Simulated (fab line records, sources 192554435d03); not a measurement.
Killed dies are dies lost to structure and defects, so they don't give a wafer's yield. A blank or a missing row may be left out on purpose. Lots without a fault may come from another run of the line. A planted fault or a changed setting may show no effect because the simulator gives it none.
One fault seen from 2 desks | flow n5_finfet | each desk has only its own numbers; what lay behind them comes last

THE TOOL OWNER'S DESK: ald_metal-01
The tool's own readings at N5_HKMG_FIN_ALD_36 (deposits TiN, target thk 1 nm, pulse time 1 s, purge time 3 s): means of the sampled wafers that have a number, for each lot that ran on this tool. A lot is out of limits, marked OUT, if its mean lies more than 4 standard deviations from the usual mean; the brackets give that distance.
Columns: A = chamber_pressure_Torr at N5_HKMG_FIN_ALD_36, usual 2.999 Torr; B = heater_power_w at N5_HKMG_FIN_ALD_36, usual 849 W; C = precursor_pulse_height_rel at N5_HKMG_FIN_ALD_36, usual 1.002
lot  | first seen here | A     | B   | C
L126 | day 4 07:23     | 2.996 | 807 | 1.013
L129 | day 5 01:31     | 2.996 | 670 | 1.008
L134 | day 6 10:10     | 2.995 | 710 | 1.020
L140 | day 7 19:47     | 2.995 | 825 | 1.009
L142 | day 8 07:29     | 3.000 | 827 | 0.993
This desk's finding: nothing out of limits on any of the 5 lots.

THE METROLOGY DESK
What the gauges read, lot by lot, whatever tool the lot ran on: means of the sampled wafers that have a number. A lot is out of limits, marked OUT, if its mean lies more than 4 standard deviations from the usual mean; the brackets give that distance. Of its 13 readings 7 are shown: those that lie furthest out on some lot.
Columns: A = DIBL_P at N5_BEOL_M4_RC_MEAS_101, usual 36.3 mV/V; B = IOFF_P at N5_BEOL_M4_RC_MEAS_101, usual 0.21 nA/um; C = ION_N at N5_BEOL_M4_RC_MEAS_101, usual 673 uA/um; D = ION_P at N5_BEOL_M4_RC_MEAS_101, usual 461 uA/um; E = VT_P at N5_BEOL_M4_RC_MEAS_101, usual -250 mV; F = VT_P_LONG at N5_BEOL_M4_RC_MEAS_101, usual -274.6 mV; G = VT_P_LVT at N5_BEOL_M4_RC_MEAS_101, usual -98.3 mV
lot  | first seen here | A    | B    | C   | D   | E    | F      | G
L126 | day 4 05:08     | 37.5 | 0.22 | 675 | 458 | -249 | -277.1 | -98.6
L129 | day 4 23:10     | 36.1 | 0.24 | 665 | 466 | -246 | -271.9 | -95.2
L133 | day 6 03:14     | 36.7 | 0.23 | 670 | 464 | -247 | -271.6 | -96.3
L134 | day 6 07:20     | 35.1 | 0.19 | 654 | 449 | -252 | -275.9 | -99.4
L138 | day 7 06:33     | 37.1 | 0.24 | 684 | 469 | -246 | -269.3 | -94.9
L140 | day 7 17:33     | 36.3 | 0.20 | 663 | 453 | -253 | -277.0 | -101.7
L142 | day 8 05:15     | 36.3 | 0.17 | 680 | 457 | -255 | -280.5 | -103.3
L146 | day 9 09:57     | 35.0 | 0.20 | 664 | 457 | -249 | -273.4 | -99.5
L147 | day 9 16:52     | 31.6 | 0.15 | 668 | 450 | -257 | -276.8 | -103.1
L148 | day 9 22:50     | 36.0 | 0.25 | 674 | 463 | -245 | -272.3 | -94.8
This desk's finding: nothing out of limits on any of the 10 lots.

PUT TOGETHER
The tool owner's desk saw nothing out of limits.
The metrology desk saw nothing out of limits.

WHAT THE SIMULATOR HAD PUT IN
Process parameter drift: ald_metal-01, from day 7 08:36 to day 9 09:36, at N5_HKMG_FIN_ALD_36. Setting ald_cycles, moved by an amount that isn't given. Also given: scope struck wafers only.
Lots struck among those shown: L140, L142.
